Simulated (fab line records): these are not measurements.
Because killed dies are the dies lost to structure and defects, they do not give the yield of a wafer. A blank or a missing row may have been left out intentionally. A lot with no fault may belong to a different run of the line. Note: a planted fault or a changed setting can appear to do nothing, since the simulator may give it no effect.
Check for tools in common + flow nand-harc + Sampled: 11 lots, 33 wafers

== REASON IT WAS OPENED ==
On 1 of the 11 lots, a flag is raised at NHARC_P_ZERO_WELL_CD_MEAS_37 on the reading cd-nm. No-fault wafers: 719.8 nm, standard deviation 1.1.
Rule: a lot is flagged in two cases, either no wafer of it has a number, or all its wafers with numbers fall more than 4 standard deviations from that mean. As for the other lots, they are considered sound.

| lot  | measured    | on        | cd-nm (nm), wafer by wafer | flag    |
|------|-------------|-----------|----------------------------|---------|
| L507 | day 1 16:14 | cd-sem-01 | 720.4 721.2 719.6          |         |
| L508 | day 1 22:10 | cd-sem-02 | 720.0 721.3 720.1          |         |
| L510 | day 2 10:16 | cd-sem-03 | 721.6 720.0 718.2          |         |
| L511 | day 2 16:18 | cd-sem-02 | 719.4 719.6 718.4          |         |
| L515 | day 3 16:22 | cd-sem-01 | 740.8 741.2 741.1          | FLAGGED |
| L520 | day 4 21:51 | cd-sem-02 | 720.3 717.9 719.0          |         |
| L524 | day 5 22:10 | cd-sem-01 | 721.9 720.1 719.9          |         |
| L526 | day 6 10:06 | cd-sem-01 | 720.8 719.1 718.4          |         |
| L527 | day 6 16:35 | cd-sem-02 | 719.4 719.8 718.7          |         |
| L528 | day 6 22:14 | cd-sem-02 | 721.1 719.3 720.6          |         |
| L529 | day 7 04:02 | cd-sem-03 | 718.7 721.4 720.1          |         |
Average over the flagged lots: 741.0 nm; offset from the usual +21.2 nm, equal to +19 standard deviations.

== TOOL THAT RAN EACH LOT ==
The record holds 3 process steps before the reading, out of a route of 1159 steps. Each cell gives the tool, then ch followed by the chambers the sampled wafers passed through, then the start.
| lot  | flag    | NHARC_P_ZERO_WELL_ETCH_65         | NHARC_P_ZERO_WELL_ETCH_62                    | NHARC_P_ZERO_WELL_EXPOSE_34      |
|------|---------|-----------------------------------|----------------------------------------------|----------------------------------|
| L507 |         | rie-diel-02 ch 0,2,3, day 1 13:29 | rie-diel-02 ch 1,2, day 1 16:04 or earlier   | krf-scanner-03 ch 0, day 1 16:04 |
| L508 |         | rie-diel-01 ch 0,3, day 1 19:31   | rie-diel-01 ch 0,1,2, day 1 22:01 or earlier | krf-scanner-03 ch 0, day 1 22:01 |
| L510 |         | rie-diel-13 ch 0,2,3, day 2 07:29 | rie-diel-13 ch 0,1,2, day 2 10:07 or earlier | krf-scanner-03 ch 0, day 2 10:07 |
| L511 |         | rie-diel-13 ch 0,2,3, day 2 13:37 | rie-diel-13 ch 0,3, day 2 16:09 or earlier   | krf-scanner-01 ch 0, day 2 16:09 |
| L515 | FLAGGED | rie-diel-02 ch 2,3, day 3 13:36   | rie-diel-02 ch 1,2,3, day 3 16:12 or earlier | krf-scanner-03 ch 0, day 3 16:12 |
| L520 |         | rie-diel-01 ch 0,2,3, day 4 19:22 | rie-diel-01 ch 1,2,3, day 4 21:42 or earlier | krf-scanner-03 ch 0, day 4 21:42 |
| L524 |         | rie-diel-02 ch 1,3, day 5 19:31   | rie-diel-02 ch 0,1, day 5 22:01 or earlier   | krf-scanner-03 ch 0, day 5 22:01 |
| L526 |         | rie-diel-02 ch 1,2, day 6 07:29   | rie-diel-02 ch 1,3, day 6 09:56 or earlier   | krf-scanner-03 ch 0, day 6 09:56 |
| L527 |         | rie-diel-13 ch 2,3, day 6 13:47   | rie-diel-13 ch 0,2,3, day 6 16:25 or earlier | krf-scanner-04 ch 0, day 6 16:25 |
| L528 |         | rie-diel-13 ch 0,2,3, day 6 19:29 | rie-diel-13 ch 0,2,3, day 6 22:05 or earlier | krf-scanner-01 ch 0, day 6 22:05 |
| L529 |         | rie-diel-02 ch 2,3, day 7 01:32   | rie-diel-02 ch 0,1,2, day 7 03:53 or earlier | krf-scanner-01 ch 0, day 7 03:53 |
What these steps do:
- NHARC_P_ZERO_WELL_ETCH_65: etches the open film in N2/H2, target depth 80 nm, overetch 24 nm, time 87.88 s.
- NHARC_P_ZERO_WELL_ETCH_62: etches the open film in CHF3/Ar, target depth 13 nm, time 6.5 s.
- NHARC_P_ZERO_WELL_EXPOSE_34: exposes mask P PWELL, target cd 720 nm.
- NHARC_P_ZERO_WELL_CD_MEAS_37: target cd 720 nm.

== FLAGGED OVER TOTAL, TOOL BY TOOL (the gauges that took the reading come last) ==
| step                         | tool           | lots run | flagged | share of the flagged lots | sound lots run after its first flagged lot |
|------------------------------|----------------|----------|---------|---------------------------|--------------------------------------------|
| NHARC_P_ZERO_WELL_ETCH_65    | rie-diel-01    | 2        | 0       | none                      | -                                          |
| NHARC_P_ZERO_WELL_ETCH_65    | rie-diel-02    | 5        | 1       | all                       | 3 (L524,L526,L529)                         |
| NHARC_P_ZERO_WELL_ETCH_65    | rie-diel-13    | 4        | 0       | none                      | -                                          |
| NHARC_P_ZERO_WELL_ETCH_62    | rie-diel-01    | 2        | 0       | none                      | -                                          |
| NHARC_P_ZERO_WELL_ETCH_62    | rie-diel-02    | 5        | 1       | all                       | 3 (L524,L526,L529)                         |
| NHARC_P_ZERO_WELL_ETCH_62    | rie-diel-13    | 4        | 0       | none                      | -                                          |
| NHARC_P_ZERO_WELL_EXPOSE_34  | krf-scanner-01 | 3        | 0       | none                      | -                                          |
| NHARC_P_ZERO_WELL_EXPOSE_34  | krf-scanner-03 | 7        | 1       | all                       | 3 (L520,L524,L526)                         |
| NHARC_P_ZERO_WELL_EXPOSE_34  | krf-scanner-04 | 1        | 0       | none                      | -                                          |
| NHARC_P_ZERO_WELL_CD_MEAS_37 | cd-sem-01      | 4        | 1       | all                       | 2 (L524,L526)                              |
| NHARC_P_ZERO_WELL_CD_MEAS_37 | cd-sem-02      | 5        | 0       | none                      | -                                          |
| NHARC_P_ZERO_WELL_CD_MEAS_37 | cd-sem-03      | 2        | 0       | none                      | -                                          |
NHARC_P_ZERO_WELL_ETCH_62 gives no start for some lots, so the hours and the order of its lots are those of NHARC_P_ZERO_WELL_EXPOSE_34.

== WHAT IS ALLOWED BY THE TABLE ==
4 rows of the table ran every flagged lot: rie-diel-02 at NHARC_P_ZERO_WELL_ETCH_65, rie-diel-02 at NHARC_P_ZERO_WELL_ETCH_62, krf-scanner-03 at NHARC_P_ZERO_WELL_EXPOSE_34, cd-sem-01 at NHARC_P_ZERO_WELL_CD_MEAS_37.
- rie-diel-02 at NHARC_P_ZERO_WELL_ETCH_65 ran 5 lots, 1 of them flagged. After the first flagged lot (L524, L526, L529), sound lots still ran on it; a lasting fault on the whole tool would not permit that.
- rie-diel-02 at NHARC_P_ZERO_WELL_ETCH_62 ran 5 lots, 1 of them flagged. After the first flagged lot (L524, L526, L529), sound lots still ran on it; a lasting fault on the whole tool would not permit that.
- krf-scanner-03 at NHARC_P_ZERO_WELL_EXPOSE_34 ran 7 lots, 1 of them flagged. After the first flagged lot (L520, L524, L526), sound lots still ran on it; a lasting fault on the whole tool would not permit that.
- cd-sem-01 at NHARC_P_ZERO_WELL_CD_MEAS_37 ran 4 lots, 1 of them flagged. After the first flagged lot (L524, L526), sound lots still ran on it; a lasting fault on the whole tool would not permit that.
There is no row in the table that ran each flagged lot and no sound lot after the first.

== WHAT WAS PUT IN BY THE SIMULATOR ==
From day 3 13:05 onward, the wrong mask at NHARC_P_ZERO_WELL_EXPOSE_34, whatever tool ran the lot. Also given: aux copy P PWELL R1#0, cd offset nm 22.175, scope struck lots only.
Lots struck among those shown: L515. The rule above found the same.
